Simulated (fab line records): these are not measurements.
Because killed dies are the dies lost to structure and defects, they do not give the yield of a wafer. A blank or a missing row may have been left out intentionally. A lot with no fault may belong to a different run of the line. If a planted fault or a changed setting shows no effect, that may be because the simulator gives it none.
Matching of chambers + flow nand-harc + 4 sister chambers for NHARC_A_CHANNEL_HOLE_D1_ETCH_44 on rie-diel-02
The step etches the open film in CF4/O2, target depth 140 nm, overetch 14 nm, time 77 s. 4 wafers are shown with their chamber, then 12 later ones without.

## EACH WAFER AND ITS CHAMBER
| wafer  | chamber | oes-product-au (a.u.) |
|--------|---------|-----------------------|
| L086.5 | 3       | 0.992                 |
| L088.1 | 2       | 0.993                 |
| L088.3 | 0       | 1.018                 |
| L088.4 | 1       | 1.031                 |

## WAFERS MISSING THEIR CHAMBER
| wafer  | oes-product-au (a.u.) |
|--------|-----------------------|
| L089.4 | 1.032                 |
| L089.5 | 1.028                 |
| L089.6 | 1.014                 |
| L090.1 | 1.037                 |
| L090.3 | 0.988                 |
| L090.6 | 1.026                 |
| L091.1 | 0.982                 |
| L091.4 | 1.015                 |
| L091.5 | 0.972                 |
| L093.2 | 1.001                 |
| L093.4 | 0.978                 |
| L093.5 | 0.997                 |

## WHICH CHAMBER EACH ONE RAN IN
| wafer  | from the rows above          | in truth |
|--------|------------------------------|----------|
| L089.4 | can't be placed: 1 or 0      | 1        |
| L089.5 | can't be placed: 1 or 0      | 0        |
| L089.6 | can't be placed: 0 or 1 or 2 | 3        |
| L090.1 | can't be placed: 1 or 0      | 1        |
| L090.3 | can't be placed: 3 or 2      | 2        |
| L090.6 | can't be placed: 1 or 0      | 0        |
| L091.1 | can't be placed: 3 or 2      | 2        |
| L091.4 | can't be placed: 0 or 1      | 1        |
| L091.5 | can't be placed: 3 or 2      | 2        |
| L093.2 | can't be placed: 2 or 3 or 0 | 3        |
| L093.4 | can't be placed: 3 or 2      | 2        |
| L093.5 | can't be placed: 2 or 3 or 0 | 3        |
Placed correctly: 0 of 12. Unplaceable from these rows: 12, with the true chamber sitting among the candidates in 11. 0 placed wrongly.
How it was worked out, from the rows above alone: a wafer's distance from a chamber is the root of the sum, over the readings, of the square of ((its reading less the chamber's mean) divided by the reading's scatter). The wafer belongs to the nearest chamber; if the next one is less than 2 further off, it can't be placed. The mean given for a chamber averages the wafers shown for that chamber. The scatter: with one shown wafer a chamber, the root of the mean of the squares of how far each hidden wafer lies from its nearest shown one.
